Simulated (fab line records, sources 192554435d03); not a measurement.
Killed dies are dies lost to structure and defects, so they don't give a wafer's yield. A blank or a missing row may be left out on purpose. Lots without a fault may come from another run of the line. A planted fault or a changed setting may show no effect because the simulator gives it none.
fab line records | flow n5_finfet
record lots=9 wafers=27 last_day=17
route steps=1938 shown BEOL_M2@856 BEOL_M4@1111 PASSIVATION@1936
lots that met no fault: from a run of the same line without faults
start_h: hours from the record's first day to the start of the lot's first wafer shown | wait_h: hours since the lot's step before | " the same as in the row above | L1.1+2: a row that stands for several wafers | - no value, or no start given | * or withheld: withheld | < > ~ a bound
route shown NAME@n: a module of which the file shows steps, and the number in the route of the first | usual: mean/standard deviation of fault-free wafers | same: alike in all rows | chamber/n: place in a boat | sites: the reading at each site | _std_site: their standard deviation | _edge_site: outer sites' mean less inner sites' | radius_mm: how far each site lies from the wafer's centre | mask NAME#n: copy n | behind: the tool/chamber that last shaped the wafer | hold: why the lot was held/for how many hours/how that ended | device: the transistor (n, p or np) that didn't switch | end of line: the same wafers' tests at the end of the route | a step without rows: its recipe alone | killed: dies lost to structure and defects at the first sort, not the wafer's yield | map: a wafer's dies, x killed, . not, _ none there
set.NAME: the setting as run; set.NAME@STEP: as run at that earlier step | model.NAME: the simulator's own value behind a step, which no gauge read
steps of the route over a sample of lots; a table a step, a row a wafer
services: from which hour (start_h, from the record's first day; less than 0 if before it) a tool's chamber was out of use, for how many hours, and why
## steps
# step N5_BEOL_M2_INSPECT_13
# recipe mode=adi inspect_instrument=brightfield
# usual raw_defect_count=421/91
# columns lot.wafer tool chamber start_h wait_h raw_defect_count
L121.2 defect_inspect-01 - 130.93 0.0 323
L121.3 " - " " 331
L121.4 " - " " 442
L122.2 defect_inspect-01 - 139.76 0.0 411
L122.3 " - " " 437
L122.6 " - " " 418
L124.2 defect_inspect-01 - 157.93 0.0 468
L124.3 " - " " 389
L124.5 " - " " 288
L129.1 defect_inspect-01 - 177.70 0.1 563
L129.2 " - " " 441
L129.3 " - " " 404
L128.3 defect_inspect-02 - 179.18 0.0 450
L128.4 " - " " 559
L128.5 " - " " 514
L131.2 defect_inspect-01 - 185.89 0.0 520
L131.3 " - " " 542
L131.5 " - " " 585
L132.1 defect_inspect-02 - 194.82 0.1 298
L132.3 " - " " 437
L132.6 " - " " 284
L139.3 defect_inspect-02 - 239.40 0.0 443
L139.4 " - " " 448
L139.6 " - " " 387
L143.1 defect_inspect-01 - 265.45 0.1 450
L143.3 " - " " 346
L143.4 " - " " 377
# step N5_BEOL_M2_DESCUM_16
# recipe chemistry=O2 time_s=7 source_power_w=50 bias_power_w=20 pressure_mtorr=20 rf_frequency_hz=2.712e+07 temp_c=40 resist=CAR-EUV o2_flow_sccm=225
# usual drypump_motor_current_A=5.9/0.55 oes_product_au=0.81/0.09 rf_vpp_V=243.5/1.5 showerhead_plenum_p_Torr=2.11/0.079 temp_c=40.00/0.12 throttle_valve_pct=20.51/0.17
# columns lot.wafer tool chamber start_h wait_h drypump_motor_current_A oes_product_au rf_hours_counter_h rf_vpp_V showerhead_plenum_p_Torr temp_c throttle_valve_pct
L121.2 rie_diel-05 0 130.97 0.0 6.5 0.82 84 245.9 2.21 40.19 20.32
L121.3 " 1 " " 6.7 0.71 187 241.6 2.00 39.95 20.53
L121.4 " 0 " " 6.5 0.82 - 244.9 2.21 40.26 20.32
L122.2 rie_diel-01 2 139.79 0.0 6.8 0.77 143 243.6 2.08 39.99 20.36
L122.3 " 3 " " 5.4 0.77 124 243.8 2.10 40.10 20.73
L122.6 " 2 " " 6.8 0.76 - 244.1 2.08 39.88 20.36
L124.2 rie_diel-02 2 157.96 0.0 5.1 0.97 2 242.5 2.05 40.12 20.18
L124.3 " 1 " " 5.5 0.74 175 241.8 2.00 39.90 20.48
L124.5 " 3 " " 5.7 0.75 - 243.4 2.17 39.87 20.51
L129.1 rie_diel-01 3 177.73 0.0 5.4 0.75 138 243.7 2.10 40.15 20.75
L129.2 " 1 " " 6.0 0.86 52 244.0 2.13 39.99 20.66
L129.3 " 0 " " 5.3 0.93 12 243.4 2.05 39.98 20.25
L128.3 rie_diel-01 2 179.21 0.0 6.8 0.75 157 241.3 2.08 40.27 20.39
L128.4 " 1 " " 5.9 0.87 53 243.8 2.13 39.96 20.68
L128.5 " 3 " " 5.4 0.75 - 242.5 2.10 39.86 20.76
L131.2 rie_diel-01 1 185.92 0.0 6.0 0.87 56 244.8 2.13 39.96 20.66
L131.3 " 0 " " 5.2 0.93 15 242.3 2.05 40.13 20.24
L131.5 " 3 " " 5.4 0.75 - 242.3 2.10 40.01 20.76
L132.1 rie_diel-01 0 195.28 0.5 5.2 0.92 18 242.0 2.05 39.93 20.25
L132.3 " 3 " " 5.4 0.75 145 242.9 2.10 40.09 20.77
L132.6 " 0 " " 5.2 0.92 - 243.8 2.05 39.86 20.26
L139.3 rie_diel-05 1 239.50 0.1 6.7 0.68 227 242.3 1.99 40.02 20.58
L139.4 " 0 " " 6.5 0.77 125 244.6 2.19 39.85 20.38
L139.6 " 3 " " 5.9 0.91 - 245.1 2.23 39.94 20.50
L143.1 rie_diel-05 0 265.49 0.0 6.6 0.78 132 244.7 2.19 39.93 20.40
L143.3 " 3 " " 6.0 0.89 39 244.9 2.23 40.09 20.55
L143.4 " 2 " " 5.7 0.83 64 243.4 2.13 40.08 20.74
# step N5_BEOL_M2_COAT_76
# recipe resist=underlayer temp_c=205 time_s=60 spin_rpm=1500 resist_thk_nm=5
# usual chill_plate_temp_C=22.99/0.097 plate_temp_C=204.98/0.18 resist_line_temp_C=22.98/0.11 spin_speed_rpm=1499.9/1.1
# columns lot.wafer tool chamber start_h wait_h chill_plate_temp_C plate_temp_C resist_line_temp_C spin_speed_rpm
L121.2 litho_track-03 0 131.44 - 23.04 204.90 22.77 1498.9
L121.3 " 0 " " 22.95 205.12 23.02 1499.6
L121.4 " 0 " " 22.87 204.89 22.92 1498.9
L122.2 litho_track-03 0 140.32 - 23.14 204.77 22.96 1498.3
L122.3 " 0 " " 23.12 205.15 22.92 1499.1
L122.6 " 0 " " 23.05 204.98 22.86 1499.9
L124.2 litho_track-03 0 158.56 - 23.04 205.28 22.92 1501.1
L124.3 " 0 " " 23.11 205.14 22.68 1501.5
L124.5 " 0 " " 22.91 205.15 22.92 1500.0
L129.1 litho_track-03 0 178.31 - 23.04 205.18 22.95 1500.6
L129.2 " 0 " " 22.97 204.96 23.13 1500.0
L129.3 " 0 " " 22.98 205.01 23.04 1500.6
L128.3 litho_track-04 0 179.69 - 23.17 204.96 22.99 1500.4
L128.4 " 0 " " 23.14 204.94 23.02 1498.1
L128.5 " 0 " " 23.03 205.07 22.92 1499.1
L131.2 litho_track-04 0 186.39 - 22.83 204.95 23.02 1498.6
L131.3 " 0 " " 22.88 205.04 22.98 1499.7
L131.5 " 0 " " 22.84 204.97 23.05 1499.4
L132.1 litho_track-04 0 195.75 - 23.07 205.09 23.03 1498.7
L132.3 " 0 " " 23.03 205.30 23.12 1498.3
L132.6 " 0 " " 23.00 205.15 22.96 1501.8
L139.3 litho_track-04 0 239.98 - 22.88 204.99 22.91 1539.1
L139.4 " 0 " " 22.99 204.81 22.84 1538.4
L139.6 " 0 " " 22.98 204.97 22.92 1539.4
L143.1 litho_track-04 0 265.96 - 23.03 204.78 23.08 1538.2
L143.3 " 0 " " 22.84 204.81 23.01 1539.2
L143.4 " 0 " " 22.79 204.63 22.98 1539.3
# step N5_BEOL_M2_ETCH_77
# recipe chemistry=N2/H2 target=underlayer target_depth_a=65 mask_material=CAR-EUV time_s=5.2 ion_energy_ev=200 pressure_mtorr=30 source_w=840 bias_w=150 n2_flow_sccm=200 h2_flow_sccm=200 ends=cleared
# usual drypump_motor_current_A=5.9/0.55 etch_rf_on_time_s=5.22/0.093 h2_flow_sccm=200.0/0.56 oes_product_au=0.69/0.081 rf_vpp_V=524.3/2.8 showerhead_plenum_p_Torr=2.56/0.095 throttle_valve_pct=17.90/0.19
# columns lot.wafer tool chamber start_h wait_h drypump_motor_current_A etch_rf_on_time_s h2_flow_sccm oes_product_au rf_hours_counter_h rf_vpp_V showerhead_plenum_p_Torr throttle_valve_pct
L121.2 rie_diel-01 1 131.88 0.0 6.0 5.06 201.4 0.78 36 525.7 2.59 18.03
L121.3 " 2 " " 6.8 5.25 200.7 0.64 140 525.9 2.55 17.79
L121.4 " 1 " " 6.0 5.10 200.4 0.77 - 528.4 2.59 18.04
L122.2 rie_diel-01 2 140.88 0.0 6.8 5.24 199.9 0.65 144 523.1 2.55 17.80
L122.3 " 3 " " 5.4 5.30 200.4 0.64 125 525.2 2.56 18.20
L122.6 " 1 " " 6.0 5.14 199.2 0.76 - 525.9 2.59 18.03
L124.2 rie_diel-05 1 159.00 0.0 6.8 5.37 200.7 0.59 199 522.4 2.42 17.96
L124.3 " 3 " " 6.0 5.14 199.5 0.86 1 528.4 2.71 17.85
L124.5 " 0 " " 6.6 5.33 200.9 0.69 - 528.1 2.68 17.76
L129.1 rie_diel-02 2 178.80 0.0 5.1 5.04 200.1 0.79 13 523.0 2.50 17.66
L129.2 " 3 " " 5.7 5.19 199.8 0.63 176 523.8 2.64 17.94
L129.3 " 1 " " 5.5 5.31 199.5 0.62 185 519.6 2.42 17.88
L128.3 rie_diel-01 1 180.29 0.0 6.0 5.04 199.2 0.75 53 525.5 2.58 18.05
L128.4 " 3 " " 5.5 5.28 199.8 0.63 139 523.9 2.56 18.21
L128.5 " 3 " " 5.4 5.25 200.1 0.65 - 526.0 2.56 18.22
L131.2 rie_diel-02 1 186.83 0.0 5.5 5.31 200.2 0.62 188 520.2 2.42 17.91
L131.3 " 0 " " 6.0 5.02 198.7 0.89 0 528.0 2.72 17.47
L131.5 " 0 " " 6.0 5.06 199.3 0.88 - 529.7 2.72 17.47
L132.1 rie_diel-02 3 196.19 0.0 5.7 5.31 199.8 0.62 182 526.6 2.64 17.96
L132.3 " 1 " " 5.5 5.36 200.2 0.61 192 521.4 2.42 17.91
L132.6 " 3 " " 5.7 5.29 200.0 0.62 - 527.7 2.64 17.98
L139.3 rie_diel-05 1 240.41 0.0 6.8 5.23 200.3 0.57 227 521.6 2.41 17.99
L139.4 " 0 " " 6.6 5.11 199.3 0.67 125 526.5 2.66 17.82
L139.6 " 3 " " 5.9 4.98 200.6 0.78 - 528.6 2.70 17.91
L143.1 rie_diel-05 0 266.83 0.0 6.6 5.21 199.6 0.66 133 528.7 2.66 17.84
L143.3 " 1 " " 6.7 5.32 200.3 0.57 236 521.0 2.40 17.98
L143.4 " 3 " " 6.0 5.06 200.8 0.78 39 528.4 2.69 17.92
# step N5_BEOL_M4_RC_MEAS_101
# usual DIBL_N=36.3/1.6 DIBL_P=36.4/1.8 IOFF_N=0.163/0.027 IOFF_P=0.22/0.033 ION_N=673/9.8 ION_P=461/6.7 SS_N=71.5/0.58 SS_P=73.4/0.67 VT_N=249.4/2.9 VT_P=-250/3.2
# columns lot.wafer tool chamber start_h wait_h DIBL_N[mV/V] DIBL_P[mV/V] IOFF_N[nA/um] IOFF_P[nA/um] ION_N[uA/um] ION_P[uA/um] SS_N[mV/dec] SS_P[mV/dec] VT_N[mV] VT_P[mV]
L121.2 prober-01 0 161.77 0.2 39.0 37.8 0.186 0.23 678 462 72.0 74.6 251.1 -251
L121.3 " 0 " " 38.1 36.5 0.169 0.21 672 459 71.9 74.4 250.7 -252
L121.4 " 0 " " 39.1 37.2 0.187 0.21 677 455 72.7 74.4 249.9 -253
L122.2 prober-02 0 172.37 0.2 35.5 34.6 0.154 0.19 675 457 71.2 72.3 251.5 -252
L122.3 " 0 " " 35.4 34.7 0.145 0.20 678 458 71.4 73.1 250.9 -252
L122.6 " 0 " " 35.5 34.1 0.139 0.19 666 453 71.5 72.9 252.2 -251
L124.2 prober-02 0 188.54 0.2 34.0 34.9 0.136 0.17 671 456 71.2 73.6 250.8 -253
L124.3 " 0 " " 33.9 34.1 0.123 0.16 658 450 70.3 73.3 252.9 -256
L124.5 " 0 " " 33.0 32.7 0.114 0.15 652 448 71.2 72.7 255.9 -255
L129.1 prober-02 0 215.75 0.0 37.0 37.4 0.170 0.22 668 466 71.4 74.3 249.8 -250
L129.2 " 0 " " 34.8 35.3 0.130 0.19 660 465 71.7 73.3 251.8 -250
L129.3 " 0 " " 36.4 37.1 0.159 0.22 673 467 71.2 74.1 250.8 -249
L128.3 prober-01 0 217.25 0.3 36.8 38.3 0.174 0.24 679 463 71.3 73.7 249.1 -246
L128.4 " 0 " " 36.4 37.2 0.174 0.23 680 462 72.0 73.9 250.0 -246
L128.5 " 0 " " 36.3 37.0 0.169 0.22 677 460 71.6 74.1 249.6 -249
L131.2 prober-02 0 232.18 0.2 38.2 38.3 0.184 0.23 677 464 72.2 73.8 245.9 -250
L131.3 " 0 " " 37.4 37.8 0.169 0.21 675 458 72.1 73.3 250.3 -250
L131.5 " 0 " " 38.1 38.4 0.189 0.22 673 458 71.9 73.1 247.2 -250
L132.1 prober-01 0 237.87 0.0 34.6 35.1 0.133 0.18 667 455 71.6 72.9 251.6 -254
L132.3 " 0 " " 36.4 36.9 0.163 0.21 682 459 71.4 74.0 250.9 -252
L132.6 " 0 " " 34.9 35.2 0.141 0.18 678 460 71.6 73.0 252.4 -253
L139.3 prober-02 0 281.74 0.3 36.6 35.9 0.169 0.22 671 462 71.8 73.7 247.0 -247
L139.4 " 0 " " 37.7 37.6 0.194 0.26 683 471 71.0 73.1 243.8 -246
L139.6 " 0 " " 36.8 37.0 0.177 0.24 679 469 71.0 73.4 244.6 -247
L143.1 prober-02 0 306.75 0.0 38.9 37.4 0.168 0.21 682 466 71.7 73.5 249.7 -252
L143.3 " 0 " " 38.2 36.0 0.142 0.20 664 458 72.2 73.3 253.7 -252
L143.4 " 0 " " 38.7 36.0 0.149 0.20 667 456 72.4 73.3 249.7 -255
# step N5_PASSIVATION_PROBE_49
# usual defect_limited_yield=91.6/1.4 killed_at_M0_to_M3=30/8.7 killed_at_M4_up=14/5.4 killed_at_contacts=11/6.4 killed_at_front_end=40/12 killed_at_other=3/3.1 killed_dies=99/17 killed_open=64/12 killed_short=33/8.1 sort_bin_5_function=4.9/0.88 sort_bin_6_memory=3.1/0.69 sort_n_pass=1081/17 sort_yield_pct=91.6/1.4
# same gross_dies=1180 killed_at_back_side=0 sort_bin_4_leakage[%]=0 sort_bin_8_speed[%]=0
# columns lot.wafer tool chamber start_h wait_h defect_limited_yield[%] killed_at_M0_to_M3 killed_at_M4_up killed_at_contacts killed_at_front_end killed_at_other killed_dies killed_open killed_short sort_bin_5_function[%] sort_bin_6_memory[%] sort_n_pass sort_yield_pct[%]
L121.2 prober-02 - 262.72 0.1 91.7 24 7 12 54 1 98 60 36 5.2 3.1 1082 91.7
L121.3 prober-02 - 262.77 0.1 91.4 29 15 19 32 7 102 69 32 4.6 3.9 1078 91.4
L121.4 prober-02 - 262.82 0.2 93.6 20 5 11 34 5 75 55 20 4.7 1.7 1105 93.6
L128.3 prober-02 - 319.71 0.1 90.8 23 10 7 67 1 108 75 33 4.6 4.2 1072 90.8
L128.4 prober-02 - 319.76 0.2 91.0 21 16 5 58 6 106 72 33 4.9 4.0 1074 91.0
L128.5 prober-02 - 319.81 0.2 89.3 22 11 24 57 12 126 83 43 6.6 3.6 1054 89.3
L129.1 prober-01 - 320.05 0.0 92.6 31 12 15 25 4 87 60 27 4.2 3.1 1093 92.6
L129.2 prober-01 - 320.10 0.1 93.0 23 9 1 40 10 83 57 24 4.3 2.4 1097 93.0
L129.3 prober-01 - 320.15 0.1 92.1 35 11 11 33 3 93 65 27 4.7 2.8 1087 92.1
L132.1 prober-02 - 339.50 0.0 92.9 29 3 4 47 1 84 56 28 4.4 2.5 1096 92.9
L132.3 prober-02 - 339.60 0.1 89.6 34 12 10 64 3 123 68 55 5.9 4.3 1057 89.6
L132.6 prober-02 - 339.75 0.3 92.1 26 10 17 39 1 93 58 35 4.7 3.1 1087 92.1
L131.2 prober-02 - 346.90 0.1 89.7 40 24 7 51 0 122 87 35 6.4 3.6 1058 89.7
L131.3 prober-02 - 346.95 0.1 91.9 32 14 7 41 2 96 57 39 4.1 3.6 1084 91.9
L131.5 prober-02 - 347.05 0.2 93.5 19 13 3 42 0 77 41 36 3.7 2.4 1103 93.5
# killed by level:class
L121.2 STI_FIN_REVEAL:geometric_particle:open=16 FIN_SAQP:geometric_particle:short=10 MOL_CONTACT_COAG:geometric_particle:open=9 BEOL_M3:geometric_particle:open=9 BEOL_M1:geometric_particle:open=7 FIN_SAQP:geometric_particle:open=5 GATE_CUT:geometric_particle:short=4 BEOL_M0_SAQP:geometric_particle:short=4
L121.3 MOL_CONTACT_COAG:geometric_particle:open=13 FIN_SAQP:geometric_particle:open=11 BEOL_M3:geometric_particle:open=9 FIN_SAQP:geometric_particle:short=7 BEOL_M4:geometric_particle:open=7 MOL_CONTACT_COAG:geometric_particle:short=6 BEOL_M0_SAQP:geometric_particle:short=6 BEOL_M0_SAQP:geometric_particle:open=5
L121.4 BEOL_M3:geometric_particle:open=13 FIN_SAQP:geometric_particle:open=8 MOL_CONTACT_COAG:geometric_particle:short=6 MOL_CONTACT_COAG:geometric_particle:open=5 FIN_SAQP:geometric_particle:short=4 STARTING-WAFER:geometric_particle:open=4 DUMMY_GATE:geometric_particle:open=3 ILD0:geometric_particle:open=3
L128.3 STI_FIN_REVEAL:geometric_particle:open=22 FIN_SAQP:geometric_particle:open=11 FIN_SAQP:geometric_particle:short=8 GATE_CUT:geometric_particle:short=7 MOL_CONTACT_COAG:geometric_particle:open=7 BEOL_M3:geometric_particle:open=7 BEOL_M0_SAQP:geometric_particle:short=6 BEOL_M4:geometric_particle:open=6
L128.4 STI_FIN_REVEAL:geometric_particle:open=23 BEOL_M4:geometric_particle:open=12 FIN_SAQP:geometric_particle:open=9 GATE_CUT:geometric_particle:short=6 STI_FIN_REVEAL:geometric_particle:short=5 PASS1_CAP:geometric_particle:open=5 MOL_CONTACT_COAG:geometric_particle:open=4 BEOL_M0_SAQP:geometric_particle:short=4
L128.5 MOL_CONTACT_COAG:geometric_particle:open=18 STI_FIN_REVEAL:geometric_particle:open=16 FIN_SAQP:geometric_particle:open=11 BEOL_M0_SAQP:geometric_particle:short=9 FIN_SAQP:geometric_particle:short=7 DUMMY_GATE:geometric_particle:open=7 MOL_CONTACT_COAG:geometric_particle:short=6 BEOL_M3:geometric_particle:open=5
L129.1 MOL_CONTACT_COAG:geometric_particle:open=13 BEOL_M0_SAQP:geometric_particle:short=8 BEOL_M3:geometric_particle:open=8 STI_FIN_REVEAL:geometric_particle:open=6 BEOL_M0_SAQP:geometric_particle:open=6 DUMMY_GATE:geometric_particle:open=5 BEOL_M3:geometric_particle:short=5 FIN_SAQP:geometric_particle:open=4
L129.2 FIN_SAQP:geometric_particle:short=8 BEOL_M3:geometric_particle:open=8 STI_FIN_REVEAL:geometric_particle:open=7 FIN_SAQP:geometric_particle:open=6 PASS1_DEP:geometric_particle:open=6 DUMMY_GATE:geometric_particle:open=4 ILD0:geometric_particle:open=4 BEOL_M0_SAQP:geometric_particle:open=4
L129.3 MOL_CONTACT_COAG:geometric_particle:open=11 BEOL_M3:geometric_particle:open=11 BEOL_M3:geometric_particle:short=9 STI_FIN_REVEAL:geometric_particle:open=8 FIN_SAQP:geometric_particle:open=7 FIN_SAQP:geometric_particle:short=5 BEOL_M0_SAQP:geometric_particle:open=5 BEOL_M6:geometric_particle:open=4
L132.1 FIN_SAQP:geometric_particle:short=15 FIN_SAQP:geometric_particle:open=14 STI_FIN_REVEAL:geometric_particle:open=11 BEOL_M0_SAQP:geometric_particle:short=11 BEOL_M0_SAQP:geometric_particle:open=7 MOL_CONTACT_COAG:geometric_particle:open=4 BEOL_M3:geometric_particle:open=4 STARTING-WAFER:geometric_particle:open=4
L132.3 FIN_SAQP:geometric_particle:short=24 BEOL_M0_SAQP:geometric_particle:short=15 FIN_SAQP:geometric_particle:open=14 STI_FIN_REVEAL:geometric_particle:open=13 BEOL_M0_SAQP:geometric_particle:open=8 MOL_CONTACT_COAG:geometric_particle:open=7 BEOL_M3:geometric_particle:open=7 STI_FIN_REVEAL:geometric_particle:short=3
L132.6 MOL_CONTACT_COAG:geometric_particle:open=13 FIN_SAQP:geometric_particle:short=9 FIN_SAQP:geometric_particle:open=7 BEOL_M3:geometric_particle:open=6 BEOL_M2:geometric_particle:open=5 MOL_CONTACT_COAG:geometric_particle:short=4 BEOL_M0_SAQP:geometric_particle:short=4 STARTING-WAFER:geometric_particle:short=4
L131.2 DUMMY_GATE:geometric_particle:open=11 BEOL_M4:geometric_particle:open=10 FIN_SAQP:geometric_particle:short=9 BEOL_M0_SAQP:geometric_particle:open=9 BEOL_M1:geometric_particle:open=8 BEOL_M3:geometric_particle:open=8 FIN_SAQP:geometric_particle:open=6 STI_FIN_REVEAL:geometric_particle:open=6
L131.3 BEOL_M0_SAQP:geometric_particle:short=13 STI_FIN_REVEAL:geometric_particle:open=8 MOL_CONTACT_COAG:geometric_particle:open=7 DUMMY_GATE:geometric_particle:open=6 FIN_SAQP:geometric_particle:short=5 BEOL_M0_SAQP:geometric_particle:open=5 GATE_CUT:geometric_particle:short=5 BEOL_M2:geometric_particle:open=5
L131.5 STI_FIN_REVEAL:geometric_particle:open=9 BEOL_M0_SAQP:geometric_particle:short=8 DUMMY_GATE:geometric_particle:open=6 GATE_CUT:geometric_particle:short=6 FIN_SAQP:geometric_particle:short=4 STI_FIN_REVEAL:geometric_particle:short=4 DUMMY_GATE:geometric_particle:short=4 BEOL_M1:geometric_particle:open=4
## services
# columns tool chamber start_h hours kind
rie_diel-01 0 112.90 5.7 repair
rie_diel-01 0 126.26 - clean
rie_diel-01 0 126.26 - consumable_replace:focus_ring
rie_diel-01 0 126.26 17.8 scheduled_down
rie_diel-01 0 126.26 17.8 vent_cycle
rie_diel-02 2 127.18 - clean
rie_diel-02 2 127.18 - consumable_replace:focus_ring
rie_diel-02 2 127.18 24.2 scheduled_down
rie_diel-02 2 127.18 24.2 vent_cycle
rie_diel-05 3 129.72 - clean
rie_diel-05 3 129.72 - consumable_replace:focus_ring
rie_diel-05 3 129.72 - consumable_replace:showerhead
rie_diel-05 2 143.71 5.1 repair
rie_diel-02 0 158.33 3.4 repair
rie_diel-02 3 159.94 8.9 repair
rie_diel-02 0 168.83 - clean
rie_diel-02 0 168.83 - consumable_replace:focus_ring
rie_diel-02 0 168.83 - consumable_replace:showerhead
rie_diel-02 0 168.83 17.6 scheduled_down
rie_diel-05 - 187.38 0.9 repair
rie_diel-01 2 196.04 7.1 repair
rie_diel-01 1 201.64 6.7 repair
rie_diel-01 - 241.09 2.8 pm
rie_diel-02 2 258.74 4.7 repair
## key
first_sign step=N5_BEOL_M2_COAT_76 reading=spin_speed_rpm direction=up sigmas=36 usual=* struck=*
effect none on later readings
met_at N5_BEOL_M2_COAT_76
struck_lots L139,L143
not_acting_at N5_BEOL_M2_INSPECT_13,N5_BEOL_M2_DESCUM_16,N5_BEOL_M2_ETCH_77
onset_between 195.75 239.98
fault kind=process_parameter_drift tool=litho_track-04 chamber=- onset_h=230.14 steps=N5_BEOL_M2_COAT_76 channel=spin_rpm offset=* shape=step end_h=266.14 acts_in=* stated=*
